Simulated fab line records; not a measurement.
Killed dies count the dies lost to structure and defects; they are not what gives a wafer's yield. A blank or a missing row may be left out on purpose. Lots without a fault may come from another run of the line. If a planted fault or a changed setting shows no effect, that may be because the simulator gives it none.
fab line records	flow n5_finfet	part 1 of 2: steps 1 to 15 of 24
record: lots: 5	wafers: 15	last_day: 14
route steps=1938 shown MOL_CONTACT_COAG@524
lots with no fault: from the same line, run without faults
start_h: start of the lot's first displayed wafer, in hours after the record's first day	wait_h: time in hours since the lot's previous step	" repeats the value in the row above	L1.1+2: a single row standing in for several wafers	- no value, or no start was given	* or withheld: withheld	< > ~ a bound
route shown NAME@n: a module of which the file shows steps, and the number in the route of the first	usual: average and standard deviation across the fault-free wafers	same: alike in all rows	chamber/n: place in a boat	sites: the reading at each site	_std_site: how widely they spread, as a standard deviation	_edge_site: mean of outer sites minus mean of inner sites	radius_mm: how far each site lies from the wafer's centre	mask NAME#n: copy n	behind: tool/chamber where the wafer was last shaped	hold: cause of the lot's hold/its duration in hours/its outcome	device: names the non-switching transistor (n, p or np)	end of line: the tests these same wafers got at the end of their route	step lacking rows: just its recipe	killed: count of dies lost to structure and defects at first sort (not the wafer's yield)	map: shows each die of a wafer: x if killed, . if not, _ if none is there
set.NAME: the setting that was run; set.NAME@STEP: the one run at that earlier step	model.NAME: the simulator's own value behind a step, which no gauge read
certain route steps with their lots: each step a table, each wafer a row
services: from which hour (start_h, from the record's first day; less than 0 if before it) a tool's chamber was out of use, for how many hours, and why
== steps ==
step: N5_MOL_CONTACT_COAG_PEB_06
recipe: peb_temp_c: 100	peb_time_s: 60	resist: CAR-EUV
usual: plate_temp_C: 100.03/0.12
lot.wafer	tool	chamber	start_h	wait_h	plate_temp_C
L075.2	litho_track-02	0	96.84	0.0	100.10
L075.5	"	0	"	"	100.16
L075.6	"	0	"	"	100.11
L079.2	litho_track-04	0	121.09	0.0	100.02
L079.5	"	0	"	"	99.91
L079.6	"	0	"	"	99.91
L080.1	litho_track-02	0	127.48	0.1	100.03
L080.2	"	0	"	"	100.09
L080.6	"	0	"	"	100.02
L081.2	litho_track-04	0	128.99	0.0	100.06
L081.3	"	0	"	"	100.16
L081.4	"	0	"	"	100.17
L083.1	litho_track-02	0	143.25	0.1	99.95
L083.3	"	0	"	"	100.04
L083.6	"	0	"	"	100.05
step: N5_MOL_CONTACT_COAG_DEVELOP_07
recipe: develop_time_s: 30	developer: TMAH	resist: CAR-EUV	rinse_liquid: surfactant_rinse	dry: air_spin	dev_temp_c: 23
usual: developer_temp_C: 23.01/0.1
lot.wafer	tool	chamber	start_h	wait_h	developer_temp_C
L075.2	litho_track-02	0	-	-	23.10
L075.5	"	0	"	"	23.04
L075.6	"	0	"	"	23.06
L079.2	litho_track-04	0	-	-	23.08
L079.5	"	0	"	"	23.01
L079.6	"	0	"	"	23.02
L080.1	litho_track-02	0	-	-	23.00
L080.2	"	0	"	"	23.04
L080.6	"	0	"	"	23.02
L081.2	litho_track-04	0	-	-	23.18
L081.3	"	0	"	"	23.22
L081.4	"	0	"	"	23.21
L083.1	litho_track-02	0	-	-	23.07
L083.3	"	0	"	"	22.98
L083.6	"	0	"	"	23.05
step: N5_MOL_CONTACT_COAG_CD_MEAS_08
recipe: target_cd_nm: 28	landing_energy_ev: 500	detector: se_inlens	polarity: opening
usual: cd_nm: 28.09/0.25
lot.wafer	tool	chamber	start_h	wait_h	cd_nm
L075.2	cd_sem-01	0	96.91	-	27.54
L075.5	"	0	"	"	27.86
L075.6	"	0	"	"	28.32
L079.2	cd_sem-01	0	121.15	-	27.91
L079.5	"	0	"	"	27.87
L079.6	"	0	"	"	27.79
L080.1	cd_sem-03	0	127.55	-	27.95
L080.2	"	0	"	"	27.64
L080.6	"	0	"	"	27.89
L081.2	cd_sem-03	0	129.06	-	28.05
L081.3	"	0	"	"	28.28
L081.4	"	0	"	"	28.28
L083.1	cd_sem-03	0	143.32	-	28.13
L083.3	"	0	"	"	27.95
L083.6	"	0	"	"	28.16
step: N5_MOL_CONTACT_COAG_OVL_MEAS_09
recipe: points_per_wafer: 522
usual: CA_OVL: -0.4/0.66
lot.wafer	tool	chamber	start_h	wait_h	CA_OVL[nm]
L075.2	overlay-01	0	96.94	0.0	0.0
L075.5	"	0	"	"	-1.3
L075.6	"	0	"	"	0.3
L079.2	overlay-02	0	121.19	0.0	-0.5
L079.5	"	0	"	"	-0.1
L079.6	"	0	"	"	-0.4
L080.1	overlay-02	0	127.58	0.0	-0.4
L080.2	"	0	"	"	-0.1
L080.6	"	0	"	"	0.4
L081.2	overlay-01	0	129.09	0.0	0.9
L081.3	"	0	"	"	0.0
L081.4	"	0	"	"	0.4
L083.1	overlay-01	0	143.35	0.0	-0.1
L083.3	"	0	"	"	-0.6
L083.6	"	0	"	"	0.6
step: N5_MOL_CONTACT_COAG_INSPECT_10
recipe: mode: adi	inspect_instrument: brightfield
usual: raw_defect_count: 73/31
lot.wafer	tool	chamber	start_h	wait_h	raw_defect_count
L075.2	defect_inspect-02	-	97.58	0.6	50
L075.5	"	-	"	"	61
L075.6	"	-	"	"	64
L079.2	defect_inspect-02	-	121.24	0.0	47
L079.5	"	-	"	"	52
L079.6	"	-	"	"	38
L080.1	defect_inspect-02	-	127.64	0.1	78
L080.2	"	-	"	"	64
L080.6	"	-	"	"	75
L081.2	defect_inspect-02	-	129.16	0.1	38
L081.3	"	-	"	"	61
L081.4	"	-	"	"	102
L083.1	defect_inspect-01	-	143.41	0.1	78
L083.3	"	-	"	"	61
L083.6	"	-	"	"	108
step: N5_MOL_CONTACT_COAG_DESCUM_13
recipe: chemistry: O2	time_s: 7	source_power_w: 50	bias_power_w: 20	pressure_mtorr: 20	rf_frequency_hz: 2.712e+07	temp_c: 40	resist: CAR-EUV	o2_flow_sccm: 225
usual: chamber_pressure_mTorr: 20.001/0.018	drypump_motor_current_A: 5.7/0.51	oes_product_au: 0.78/0.083	rf_vpp_V: 242.6/1.5	showerhead_plenum_p_Torr: 2.06/0.074	throttle_valve_pct: 20.53/0.18
lot.wafer	tool	chamber	start_h	wait_h	chamber_pressure_mTorr	drypump_motor_current_A	oes_product_au	rf_hours_counter_h	rf_vpp_V	showerhead_plenum_p_Torr	throttle_valve_pct
L075.2	rie_diel-05	0	97.61	0.0	20.025	5.7	0.76	151	243.3	2.10	20.77
L075.5	"	0	"	"	20.009	5.7	0.76	-	244.1	2.10	20.79
L075.6	"	1	"	"	20.015	6.1	0.77	-	242.3	1.98	20.57
L079.2	rie_diel-06	2	122.03	0.8	19.987	5.6	0.96	5	244.2	2.15	20.21
L079.5	"	2	"	"	19.958	5.6	0.96	-	243.1	2.15	20.22
L079.6	"	0	"	"	19.987	6.5	0.69	-	242.9	2.06	20.50
L080.1	rie_diel-06	2	127.74	0.1	19.983	5.6	0.95	8	245.1	2.15	20.20
L080.2	"	0	"	"	20.019	6.5	0.68	233	242.3	2.06	20.51
L080.6	"	2	"	"	19.996	5.6	0.96	-	243.9	2.15	20.22
L081.2	rie_diel-04	1	129.19	0.0	20.024	5.8	0.90	23	244.0	2.13	20.58
L081.3	"	0	"	"	20.027	6.0	0.76	125	245.0	2.19	20.49
L081.4	"	0	"	"	19.986	6.0	0.76	-	244.4	2.19	20.48
L083.1	rie_diel-05	2	143.46	0.1	19.987	6.5	0.81	116	243.3	2.10	20.30
L083.3	"	3	"	"	19.999	5.4	0.76	154	241.4	2.10	20.49
L083.6	"	2	"	"	19.988	6.5	0.81	-	244.3	2.10	20.29
step: N5_MOL_CONTACT_COAG_ETCH_59
recipe: chemistry: N2/H2	target: underlayer	target_depth_a: 130	mask_material: CAR-EUV	time_s: 10.4	ion_energy_ev: 200	pressure_mtorr: 30	source_w: 840	bias_w: 150	n2_flow_sccm: 200	h2_flow_sccm: 200	ends: cleared
usual: chamber_pressure_mTorr: 30.001/0.029	drypump_motor_current_A: 5.8/0.51	etch_rf_on_time_s: 10.28/0.28	oes_product_au: 0.67/0.073	rf_vpp_V: 522.7/2.5	showerhead_plenum_p_Torr: 2.50/0.093	throttle_valve_pct: 17.94/0.24
lot.wafer	tool	chamber	start_h	wait_h	chamber_pressure_mTorr	drypump_motor_current_A	etch_rf_on_time_s	oes_product_au	rf_hours_counter_h	rf_vpp_V	showerhead_plenum_p_Torr	throttle_valve_pct
L075.2	rie_diel-05	0	97.65	0.0	30.005	5.7	10.56	0.65	151	523.4	2.54	18.23
L075.5	"	0	"	"	29.994	5.7	10.56	0.65	-	525.6	2.54	18.24
L075.6	"	1	"	"	29.998	6.1	9.89	0.66	-	520.8	2.43	18.06
L079.2	rie_diel-06	2	122.06	0.0	29.989	5.6	10.12	0.82	5	525.5	2.58	17.41
L079.5	"	2	"	"	30.016	5.6	10.10	0.83	-	526.4	2.58	17.43
L079.6	"	0	"	"	29.950	6.4	10.57	0.59	-	523.4	2.52	18.15
L080.1	rie_diel-06	2	127.77	0.0	29.994	5.6	10.14	0.82	8	526.3	2.58	17.45
L080.2	"	0	"	"	30.016	6.4	10.64	0.58	233	523.5	2.52	18.17
L080.6	"	2	"	"	29.958	5.6	10.26	0.80	-	525.7	2.58	17.42
L081.2	rie_diel-04	1	129.23	0.0	29.956	5.8	10.36	0.78	23	526.4	2.59	18.02
L081.3	"	0	"	"	29.980	6.0	10.60	0.65	125	525.8	2.68	18.13
L081.4	"	0	"	"	29.995	6.0	10.54	0.64	-	526.4	2.68	18.13
L083.1	rie_diel-05	2	143.50	0.0	30.006	6.5	10.12	0.69	116	523.2	2.56	17.77
L083.3	"	3	"	"	30.012	5.4	9.73	0.67	154	523.3	2.52	17.70
L083.6	"	2	"	"	30.042	6.5	10.19	0.69	-	523.3	2.56	17.77
step: N5_MOL_CONTACT_COAG_ETCH_105
recipe: chemistry: CF4	target: SiARC	target_depth_a: 156	mask_material: CAR-EUV	time_s: 26	ion_energy_ev: 80	pressure_mtorr: 40	source_w: 545	bias_w: 36	Ar_flow_sccm: 100	cf4_flow_sccm: 100	ends: cleared
usual: chamber_pressure_mTorr: 40.00/0.036	drypump_motor_current_A: 5.7/0.51	etch_rf_on_time_s: 25.6/0.73	mfc_ar_sccm: 100.0/0.3	oes_product_au: 0.67/0.074	rf_vpp_V: 183.9/1.2	showerhead_plenum_p_Torr: 2.10/0.072	throttle_valve_pct: 15.67/0.2
lot.wafer	tool	chamber	start_h	wait_h	chamber_pressure_mTorr	drypump_motor_current_A	etch_rf_on_time_s	mfc_ar_sccm	oes_product_au	rf_hours_counter_h	rf_vpp_V	showerhead_plenum_p_Torr	throttle_valve_pct
L075.2	rie_diel-05	0	97.67	0.0	39.97	5.7	26.5	100.0	0.66	151	184.1	2.13	15.85
L075.5	"	0	"	"	39.96	5.8	26.4	100.3	0.65	-	184.7	2.13	15.84
L075.6	"	1	"	"	40.00	6.1	24.4	99.7	0.66	-	183.8	2.04	15.87
L079.2	rie_diel-06	2	122.08	0.0	40.04	5.6	24.9	100.4	0.84	5	183.6	2.18	15.30
L079.5	"	2	"	"	39.98	5.6	25.0	100.4	0.84	-	184.5	2.18	15.29
L079.6	"	0	"	"	39.99	6.4	26.4	99.9	0.58	-	183.6	2.11	15.70
L080.1	rie_diel-06	2	127.79	0.0	40.00	5.6	24.8	99.9	0.82	8	184.2	2.18	15.30
L080.2	"	0	"	"	39.99	6.4	26.5	100.3	0.58	233	184.6	2.11	15.73
L080.6	"	2	"	"	40.03	5.6	24.8	100.2	0.82	-	184.1	2.18	15.29
L081.2	rie_diel-04	1	129.25	0.0	40.06	5.8	25.5	99.9	0.78	23	184.8	2.19	15.72
L081.3	"	0	"	"	40.02	6.0	25.7	100.0	0.66	125	184.4	2.24	15.74
L081.4	"	0	"	"	40.01	6.0	25.8	99.8	0.65	-	183.6	2.24	15.73
L083.1	rie_diel-05	2	143.52	0.0	39.99	6.5	25.6	100.4	0.69	116	184.1	2.14	15.50
L083.3	"	3	"	"	39.95	5.4	24.7	100.2	0.66	154	183.9	2.13	15.58
L083.6	"	2	"	"	40.01	6.5	25.6	100.0	0.69	-	182.7	2.14	15.49
step: N5_MOL_CONTACT_COAG_ETCH_106
recipe: chemistry: N2/H2	target: SOC	target_depth_a: 800	overetch_a: 160	mask_material: SiARC	temp_c: 40	time_s: 120	ion_energy_ev: 200	pressure_mtorr: 30	source_w: 840	bias_w: 150	n2_flow_sccm: 200	h2_flow_sccm: 200
usual: chamber_pressure_mTorr: 30.001/0.025	drypump_motor_current_A: 5.8/0.51	oes_product_au: 0.69/0.069	rf_vpp_V: 522.7/2.6	showerhead_plenum_p_Torr: 2.50/0.093	throttle_valve_pct: 17.91/0.24
lot.wafer	tool	chamber	start_h	wait_h	chamber_pressure_mTorr	drypump_motor_current_A	oes_product_au	rf_hours_counter_h	rf_vpp_V	showerhead_plenum_p_Torr	throttle_valve_pct
L075.2	rie_diel-05	0	97.70	0.0	30.003	5.7	0.69	151	523.7	2.54	18.20
L075.5	"	0	"	"	29.996	5.8	0.68	-	524.8	2.54	18.18
L075.6	"	1	"	"	29.992	6.1	0.67	-	521.3	2.43	18.01
L079.2	rie_diel-06	2	122.11	0.0	30.017	5.6	0.85	5	525.9	2.58	17.39
L079.5	"	2	"	"	29.970	5.6	0.85	-	525.7	2.58	17.39
L079.6	"	0	"	"	30.006	6.5	0.61	-	523.0	2.52	18.14
L080.1	rie_diel-06	2	127.82	0.0	29.973	5.6	0.85	8	525.2	2.58	17.40
L080.2	"	0	"	"	30.035	6.5	0.62	233	524.9	2.52	18.14
L080.6	"	2	"	"	30.007	5.6	0.84	-	524.8	2.58	17.41
L081.2	rie_diel-04	1	129.28	0.0	29.971	5.8	0.81	23	525.4	2.59	18.00
L081.3	"	0	"	"	30.009	6.0	0.69	125	526.8	2.67	18.10
L081.4	"	0	"	"	29.993	6.0	0.67	-	527.3	2.67	18.10
L083.1	rie_diel-05	2	143.55	0.0	30.004	6.5	0.71	116	524.8	2.56	17.74
L083.3	"	3	"	"	29.984	5.4	0.68	154	523.4	2.52	17.64
L083.6	"	2	"	"	29.968	6.5	0.72	-	524.1	2.56	17.74
step: N5_MOL_CONTACT_COAG_STRIP_107
recipe: chemistry: N2/H2	temp_c: 40	n2_flow_sccm: 200	h2_flow_sccm: 200	rf_frequency_hz: 6e+07
lot.wafer	tool	chamber	start_h	wait_h
L075.2+5+6	rie_diel-05	0,0,1	97.78	0.0
L079.2+5+6	rie_diel-06	2,2,0	122.19	0.0
L080.1+2+6	rie_diel-06	2,0,2	127.90	0.0
L081.2+3+4	rie_diel-04	1,0,0	129.36	0.0
L083.1+3+6	rie_diel-05	2,3,2	143.63	0.0
step: N5_MOL_CONTACT_COAG_STRIP_108
recipe: chemistry: N2/H2	temp_c: 40	n2_flow_sccm: 200	h2_flow_sccm: 200	rf_frequency_hz: 6e+07
lot.wafer	tool	chamber	start_h	wait_h
L075.2+5+6	rie_diel-05	0,0,1	97.79	0.0
L079.2+5+6	rie_diel-06	2,2,0	122.20	0.0
L080.1+2+6	rie_diel-06	2,0,2	127.91	0.0
L081.2+3+4	rie_diel-04	1,0,0	129.37	0.0
L083.1+3+6	rie_diel-05	2,3,2	143.64	0.0
step: N5_MOL_CONTACT_COAG_CONTACT_ETCH_14
recipe: chemistry: C4F6/O2	target: SiO2	target_depth_a: 275	overetch_a: 85	mask_material: SOC	pressure_mtorr: 30	source_w: 370	bias_w: 185	Ar_flow_sccm: 300	C4F6_flow_sccm: 16	O2_flow_sccm: 10	time_s: 20	ion_energy_ev: 259.6
usual: C4F6_flow_sccm: 15.99/0.045	chamber_pressure_mTorr: 30.000/0.026	drypump_motor_current_A: 5.7/0.51	mfc_ar_sccm: 299.9/0.92	oes_product_au: 0.66/0.066	rf_vpp_V: 691/3.5	showerhead_plenum_p_Torr: 2.83/0.097	throttle_valve_pct: 21.33/0.2
lot.wafer	tool	chamber	start_h	wait_h	C4F6_flow_sccm	chamber_pressure_mTorr	drypump_motor_current_A	mfc_ar_sccm	oes_product_au	rf_hours_counter_h	rf_vpp_V	showerhead_plenum_p_Torr	throttle_valve_pct
L075.2	rie_diel-05	0	97.80	0.0	16.01	30.017	5.7	299.8	0.65	151	692	2.86	21.45
L075.5	"	0	"	"	16.00	30.015	5.8	299.4	0.65	-	694	2.86	21.46
L075.6	"	1	"	"	16.02	29.962	6.1	301.0	0.63	-	688	2.73	21.39
L079.2	rie_diel-06	2	122.21	0.0	15.98	30.005	5.6	299.5	0.81	5	694	2.92	20.88
L079.5	"	2	"	"	15.99	29.959	5.6	299.6	0.81	-	695	2.92	20.88
L079.6	"	0	"	"	15.97	30.003	6.4	300.2	0.58	-	691	2.85	21.42
L080.1	rie_diel-06	2	127.92	0.0	15.98	29.954	5.6	300.1	0.80	8	695	2.92	20.89
L080.2	"	0	"	"	15.94	29.976	6.4	300.8	0.58	233	693	2.85	21.42
L080.6	"	2	"	"	15.94	30.020	5.6	298.6	0.80	-	695	2.92	20.89
L081.2	rie_diel-04	1	129.38	0.0	16.02	29.954	5.8	299.4	0.76	23	695	2.95	21.53
L081.3	"	0	"	"	15.96	30.018	6.0	300.8	0.65	125	697	3.01	21.38
L081.4	"	0	"	"	16.02	29.988	6.0	300.9	0.65	-	696	3.01	21.39
L083.1	rie_diel-05	2	143.65	0.0	15.99	29.986	6.5	300.9	0.69	116	693	2.87	21.06
L083.3	"	3	"	"	15.97	29.981	5.4	301.8	0.65	154	693	2.88	21.31
L083.6	"	2	"	"	16.03	29.964	6.5	299.5	0.68	-	693	2.87	21.06
step: N5_MOL_CONTACT_COAG_STRIP_109
recipe: chemistry: C4F6/O2	resist: SiARC	rf_frequency_hz: 6e+07
lot.wafer	tool	chamber	start_h	wait_h
L075.2+5+6	rie_diel-05	0,0,1	97.82	0.0
L079.2+5+6	rie_diel-06	2,2,0	122.24	0.0
L080.1+2+6	rie_diel-06	2,0,2	127.95	0.0
L081.2+3+4	rie_diel-04	1,0,0	129.40	0.0
L083.1+3+6	rie_diel-05	2,3,2	143.67	0.0
step: N5_MOL_CONTACT_COAG_ETCH_15
recipe: chemistry: CH3F/O2	target: SiNx	target_depth_a: 70	mask_material: SOC	stop_on: Si:P	over_etch_frac: 0.75	ion_energy_ev: 120	pressure_mtorr: 30	source_w: 395	bias_w: 73	Ar_flow_sccm: 150	CH3F_flow_sccm: 30	O2_flow_sccm: 20
usual: chamber_pressure_mTorr: 30.001/0.028	drypump_motor_current_A: 5.7/0.51	mfc_ar_sccm: 150.0/0.52	oes_product_au: 0.57/0.057	rf_vpp_V: 297/6	showerhead_plenum_p_Torr: 1.96/0.071	throttle_valve_pct: 16.41/0.21
same: over_etch_frac: 0.75
lot.wafer	tool	chamber	start_h	wait_h	chamber_pressure_mTorr	drypump_motor_current_A	mfc_ar_sccm	oes_product_au	rf_hours_counter_h	rf_vpp_V	showerhead_plenum_p_Torr	throttle_valve_pct
L075.2	rie_diel-05	0	97.83	0.0	29.997	5.7	149.8	0.55	151	301	1.99	16.57
L075.5	"	0	"	"	30.045	5.7	150.6	0.57	-	301	1.99	16.56
L075.6	"	1	"	"	29.999	6.1	150.4	0.54	-	287	1.89	16.52
L079.2	rie_diel-06	2	122.25	0.0	30.003	5.6	150.2	0.69	5	299	2.03	15.96
L079.5	"	2	"	"	29.990	5.6	150.7	0.69	-	298	2.03	15.95
L079.6	"	0	"	"	29.999	6.5	149.2	0.50	-	296	1.98	16.49
L080.1	rie_diel-06	2	127.96	0.0	29.989	5.6	149.9	0.70	8	299	2.03	15.98
L080.2	"	0	"	"	30.026	6.5	150.5	0.51	233	295	1.98	16.50
L080.6	"	2	"	"	29.995	5.6	150.0	0.69	-	299	2.03	15.97
L081.2	rie_diel-04	1	129.41	0.0	29.974	5.8	149.6	0.66	23	286	2.05	16.51
L081.3	"	0	"	"	30.017	6.1	150.2	0.56	125	295	2.10	16.45
L081.4	"	0	"	"	29.955	6.0	150.4	0.56	-	294	2.10	16.47
L083.1	rie_diel-05	2	143.68	0.0	29.997	6.5	150.9	0.59	116	310	2.00	16.17
L083.3	"	3	"	"	30.054	5.4	150.1	0.56	154	304	2.00	16.37
L083.6	"	2	"	"	30.008	6.5	151.1	0.59	-	308	2.00	16.18
step: N5_MOL_CONTACT_COAG_ETCH_110
recipe: chemistry: CF4/O2	target: Si	target_depth_a: 25	time_s: 8	pressure_mtorr: 100	source_w: 200	bias_w: 12	ion_energy_ev: 60	Ar_flow_sccm: 100	cf4_flow_sccm: 100	O2_flow_sccm: 10
usual: chamber_pressure_mTorr: 99.99/0.089	drypump_motor_current_A: 5.7/0.51	mfc_ar_sccm: 99.98/0.29	oes_product_au: 0.78/0.088	rf_vpp_V: 127.2/2.8	showerhead_plenum_p_Torr: 2.18/0.073	throttle_valve_pct: 10.83/0.24
lot.wafer	tool	chamber	start_h	wait_h	chamber_pressure_mTorr	drypump_motor_current_A	mfc_ar_sccm	oes_product_au	rf_hours_counter_h	rf_vpp_V	showerhead_plenum_p_Torr	throttle_valve_pct
L075.2	rie_diel-05	0	97.89	0.0	99.99	5.8	99.82	0.75	151	127.7	2.21	10.95
L075.5	"	0	"	"	99.98	5.8	100.27	0.76	-	129.5	2.21	10.98
L075.6	"	1	"	"	100.06	6.1	100.17	0.77	-	122.9	2.12	11.03
L079.2	rie_diel-06	2	122.31	0.0	100.09	5.6	100.03	0.98	5	128.2	2.27	10.33
L079.5	"	2	"	"	100.25	5.6	100.15	0.97	-	126.1	2.27	10.35
L079.6	"	0	"	"	100.00	6.5	99.98	0.68	-	127.1	2.19	10.97
L080.1	rie_diel-06	2	128.02	0.0	100.03	5.6	99.75	0.97	8	127.5	2.27	10.36
L080.2	"	0	"	"	99.99	6.4	100.06	0.68	233	126.5	2.19	10.96
L080.6	"	2	"	"	100.11	5.6	99.86	0.97	-	127.6	2.27	10.37
L081.2	rie_diel-04	1	129.47	0.0	99.92	5.8	100.38	0.91	23	123.0	2.27	10.72
L081.3	"	0	"	"	100.08	6.0	100.32	0.77	125	125.5	2.32	10.85
L081.4	"	0	"	"	100.01	6.0	99.66	0.76	-	126.6	2.32	10.86
L083.1	rie_diel-05	2	143.74	0.0	100.03	6.5	100.08	0.82	116	132.6	2.22	10.67
L083.3	"	3	"	"	99.99	5.4	99.74	0.79	154	129.8	2.21	10.74
L083.6	"	2	"	"	100.08	6.5	100.31	0.81	-	132.7	2.22	10.66
